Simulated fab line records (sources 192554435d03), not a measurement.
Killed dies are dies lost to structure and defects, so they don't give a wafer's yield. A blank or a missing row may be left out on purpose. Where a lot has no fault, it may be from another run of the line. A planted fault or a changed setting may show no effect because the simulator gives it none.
Split-lot study || flow n5Finfet || 39 wafers read from 7 lots, route of 1938 steps

== ABOUT THE SPLIT ==
At N5_BEOL_M11_ILD_DEP_00 (deposits SiCOH lowk from DEMS/porogen, target thk 308.51 nm, time 58 s), the setting targetThkA was moved away from the recipe's 3085.1 angstrom on 15 of the 39 wafers read, by -28.6% to +34.9%. This setting was run at the recipe's value on the other wafers.

== FROM THE SPLIT ON TO THE READING: in between, the file shows 1 step ==
- N5_BEOL_M11_CURE_71: cures SiCOH lowk, time 240 s

== THE READING ==
M11_ILD_THK, in nm, at N5_BEOL_M11_THK_MEAS_01. On this fab line, fault-free wafers typically give 268 nm with a standard deviation of 3.4 nm.

{"wafer": "L076.1", "tool, chamber at the split": "pecvd-02, 2", "targetThkA as run, angstrom": 3085.1, "against the recipe": "recipe", "M11_ILD_THK, nm": 267, "against lot-mates on the recipe": "-"}
{"wafer": "L076.2", "tool, chamber at the split": "pecvd-02, 1", "targetThkA as run, angstrom": 3085.1, "against the recipe": "recipe", "M11_ILD_THK, nm": 263, "against lot-mates on the recipe": "-"}
{"wafer": "L076.3", "tool, chamber at the split": "pecvd-02, 0", "targetThkA as run, angstrom": 3085.1, "against the recipe": "recipe", "M11_ILD_THK, nm": 264, "against lot-mates on the recipe": "-"}
{"wafer": "L076.4", "tool, chamber at the split": "pecvd-02, 2", "targetThkA as run, angstrom": 2377, "against the recipe": "-23.0%", "M11_ILD_THK, nm": 206, "against lot-mates on the recipe": -59}
{"wafer": "L076.5", "tool, chamber at the split": "pecvd-02, 1", "targetThkA as run, angstrom": 2377, "against the recipe": "-23.0%", "M11_ILD_THK, nm": 204, "against lot-mates on the recipe": -61}
{"wafer": "L076.6", "tool, chamber at the split": "pecvd-02, 0", "targetThkA as run, angstrom": 2377, "against the recipe": "-23.0%", "M11_ILD_THK, nm": 204, "against lot-mates on the recipe": -61}
{"wafer": "L074.1", "tool, chamber at the split": "pecvd-01, 0", "targetThkA as run, angstrom": 3813, "against the recipe": "+23.6%", "M11_ILD_THK, nm": 334, "against lot-mates on the recipe": "+63"}
{"wafer": "L074.2", "tool, chamber at the split": "pecvd-01, 2", "targetThkA as run, angstrom": 3085.1, "against the recipe": "recipe", "M11_ILD_THK, nm": 268, "against lot-mates on the recipe": "-"}
{"wafer": "L074.3", "tool, chamber at the split": "pecvd-01, 1", "targetThkA as run, angstrom": 3813, "against the recipe": "+23.6%", "M11_ILD_THK, nm": 329, "against lot-mates on the recipe": "+58"}
{"wafer": "L074.4", "tool, chamber at the split": "pecvd-01, 1", "targetThkA as run, angstrom": 3085.1, "against the recipe": "recipe", "M11_ILD_THK, nm": 272, "against lot-mates on the recipe": "-"}
{"wafer": "L074.5", "tool, chamber at the split": "pecvd-01, 2", "targetThkA as run, angstrom": 3813, "against the recipe": "+23.6%", "M11_ILD_THK, nm": 335, "against lot-mates on the recipe": "+64"}
{"wafer": "L074.6", "tool, chamber at the split": "pecvd-01, 0", "targetThkA as run, angstrom": 3085.1, "against the recipe": "recipe", "M11_ILD_THK, nm": 273, "against lot-mates on the recipe": "-"}
{"wafer": "L082.1", "tool, chamber at the split": "pecvd-03, 0", "targetThkA as run, angstrom": 3085.1, "against the recipe": "recipe", "M11_ILD_THK, nm": 266, "against lot-mates on the recipe": "-"}
{"wafer": "L082.4", "tool, chamber at the split": "pecvd-03, 2", "targetThkA as run, angstrom": 3085.1, "against the recipe": "recipe", "M11_ILD_THK, nm": 266, "against lot-mates on the recipe": "-"}
{"wafer": "L082.6", "tool, chamber at the split": "pecvd-03, 0", "targetThkA as run, angstrom": 3085.1, "against the recipe": "recipe", "M11_ILD_THK, nm": 270, "against lot-mates on the recipe": "-"}
{"wafer": "L086.1", "tool, chamber at the split": "pecvd-02, 0", "targetThkA as run, angstrom": 3085.1, "against the recipe": "recipe", "M11_ILD_THK, nm": 265, "against lot-mates on the recipe": "-"}
{"wafer": "L086.2", "tool, chamber at the split": "pecvd-02, 2", "targetThkA as run, angstrom": 3085.1, "against the recipe": "recipe", "M11_ILD_THK, nm": 267, "against lot-mates on the recipe": "-"}
{"wafer": "L086.3", "tool, chamber at the split": "pecvd-02, 0", "targetThkA as run, angstrom": 3085.1, "against the recipe": "recipe", "M11_ILD_THK, nm": 269, "against lot-mates on the recipe": "-"}
{"wafer": "L086.4", "tool, chamber at the split": "pecvd-02, 2", "targetThkA as run, angstrom": 3085.1, "against the recipe": "recipe", "M11_ILD_THK, nm": 270, "against lot-mates on the recipe": "-"}
{"wafer": "L086.5", "tool, chamber at the split": "pecvd-02, 0", "targetThkA as run, angstrom": 3085.1, "against the recipe": "recipe", "M11_ILD_THK, nm": 268, "against lot-mates on the recipe": "-"}
{"wafer": "L086.6", "tool, chamber at the split": "pecvd-02, 2", "targetThkA as run, angstrom": 3085.1, "against the recipe": "recipe", "M11_ILD_THK, nm": 268, "against lot-mates on the recipe": "-"}
{"wafer": "L088.1", "tool, chamber at the split": "pecvd-01, 1", "targetThkA as run, angstrom": 4161, "against the recipe": "+34.9%", "M11_ILD_THK, nm": 357, "against lot-mates on the recipe": "+87"}
{"wafer": "L088.2", "tool, chamber at the split": "pecvd-01, 2", "targetThkA as run, angstrom": 3085.1, "against the recipe": "recipe", "M11_ILD_THK, nm": 266, "against lot-mates on the recipe": "-"}
{"wafer": "L088.3", "tool, chamber at the split": "pecvd-01, 0", "targetThkA as run, angstrom": 4161, "against the recipe": "+34.9%", "M11_ILD_THK, nm": 359, "against lot-mates on the recipe": "+89"}
{"wafer": "L088.4", "tool, chamber at the split": "pecvd-01, 0", "targetThkA as run, angstrom": 4161, "against the recipe": "+34.9%", "M11_ILD_THK, nm": 367, "against lot-mates on the recipe": "+97"}
{"wafer": "L088.5", "tool, chamber at the split": "pecvd-01, 1", "targetThkA as run, angstrom": 3085.1, "against the recipe": "recipe", "M11_ILD_THK, nm": 269, "against lot-mates on the recipe": "-"}
{"wafer": "L088.6", "tool, chamber at the split": "pecvd-01, 2", "targetThkA as run, angstrom": 3085.1, "against the recipe": "recipe", "M11_ILD_THK, nm": 274, "against lot-mates on the recipe": "-"}
{"wafer": "L094.1", "tool, chamber at the split": "pecvd-03, 1", "targetThkA as run, angstrom": 2203, "against the recipe": "-28.6%", "M11_ILD_THK, nm": 189, "against lot-mates on the recipe": -81}
{"wafer": "L094.2", "tool, chamber at the split": "pecvd-03, 0", "targetThkA as run, angstrom": 2203, "against the recipe": "-28.6%", "M11_ILD_THK, nm": 192, "against lot-mates on the recipe": -78}
{"wafer": "L094.3", "tool, chamber at the split": "pecvd-03, 2", "targetThkA as run, angstrom": 2203, "against the recipe": "-28.6%", "M11_ILD_THK, nm": 188, "against lot-mates on the recipe": -82}
{"wafer": "L094.4", "tool, chamber at the split": "pecvd-03, 0", "targetThkA as run, angstrom": 3085.1, "against the recipe": "recipe", "M11_ILD_THK, nm": 272, "against lot-mates on the recipe": "-"}
{"wafer": "L094.5", "tool, chamber at the split": "pecvd-03, 1", "targetThkA as run, angstrom": 3085.1, "against the recipe": "recipe", "M11_ILD_THK, nm": 267, "against lot-mates on the recipe": "-"}
{"wafer": "L094.6", "tool, chamber at the split": "pecvd-03, 2", "targetThkA as run, angstrom": 3085.1, "against the recipe": "recipe", "M11_ILD_THK, nm": 270, "against lot-mates on the recipe": "-"}
{"wafer": "L095.1", "tool, chamber at the split": "pecvd-03, 2", "targetThkA as run, angstrom": 3085.1, "against the recipe": "recipe", "M11_ILD_THK, nm": 262, "against lot-mates on the recipe": "-"}
{"wafer": "L095.2", "tool, chamber at the split": "pecvd-03, 0", "targetThkA as run, angstrom": 3085.1, "against the recipe": "recipe", "M11_ILD_THK, nm": 267, "against lot-mates on the recipe": "-"}
{"wafer": "L095.3", "tool, chamber at the split": "pecvd-03, 0", "targetThkA as run, angstrom": 3085.1, "against the recipe": "recipe", "M11_ILD_THK, nm": 269, "against lot-mates on the recipe": "-"}
{"wafer": "L095.4", "tool, chamber at the split": "pecvd-03, 2", "targetThkA as run, angstrom": 2454, "against the recipe": "-20.5%", "M11_ILD_THK, nm": 213, "against lot-mates on the recipe": -53}
{"wafer": "L095.5", "tool, chamber at the split": "pecvd-03, 2", "targetThkA as run, angstrom": 2454, "against the recipe": "-20.5%", "M11_ILD_THK, nm": 213, "against lot-mates on the recipe": -53}
{"wafer": "L095.6", "tool, chamber at the split": "pecvd-03, 0", "targetThkA as run, angstrom": 2454, "against the recipe": "-20.5%", "M11_ILD_THK, nm": 214, "against lot-mates on the recipe": -52}

FIT RESULTS
A straight line over all 39 wafers: M11_ILD_THK changes by +2.71 nm for each +1% of targetThkA; r = +1.00; the points scatter about the line by 2.9 nm.
The same after taking each lot's own level away (the mean of its wafers on the recipe; 39 wafers): +2.65 nm for each +1%; r = +1.00; scatter 2.7 nm.
The reading moves by 93 nm for the largest change in targetThkA, on that fit.
From 264.7 to 271.0 nm: that is the span of the lots' own levels, equal to 1.9 times the standard deviation above.
The two slopes are in agreement: the lot-to-lot level therefore moves the slope only a little.
Check: for one of the wafers moved furthest among these (+34.9%), held out of the fit, the line's prediction against its lot-mates is +93.1 nm. Against them it came out at +87.3 nm.

== FURTHER SPLITS ON THESE WAFERS ==
These wafers also went through other splits before the reading. Each is held against what the fit with the lots' levels taken away leaves over:
{"other split on the same wafers": "N5_BEOL_M9_ILD_DEP_00 targetThkA", "wafers away from the commonest value": 12, "r with M11_ILD_THK (lot level and that fit taken away)": -0.08}

== THE WHOLE CHAIN: every reading that the file lists as answering this split, in the file's order ==
{"step": "N5_BEOL_M11_ILD_DEP_00", "what it does": "deposits SiCOH lowk from DEMS/porogen, target thk 308.51 nm, time 58 s", "reading": "SiCOH_lowk_of_BEOL_M11_ILD_DEP_00.thkNm (the simulator's own value, which no gauge read)", "change (the file's fit)": "+3.01 nm for each +1% of the setting", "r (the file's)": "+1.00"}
{"step": "N5_BEOL_M11_CURE_71", "what it does": "cures SiCOH lowk, time 240 s", "reading": "SiCOH_lowk_of_BEOL_M11_ILD_DEP_00.thkNm (the simulator's own value, which no gauge read)", "change (the file's fit)": "+2.66 nm for each +1% of the setting", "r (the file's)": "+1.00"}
{"step": "N5_BEOL_M11_THK_MEAS_01", "what it does": "", "reading": "M11_ILD_THK", "change (the file's fit)": "+2.66 for each +1% of the setting", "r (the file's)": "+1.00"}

== FILE'S OWN FIT ==
M11_ILD_THK changes by +2.66 nm for each +1% of targetThkA, r = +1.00.
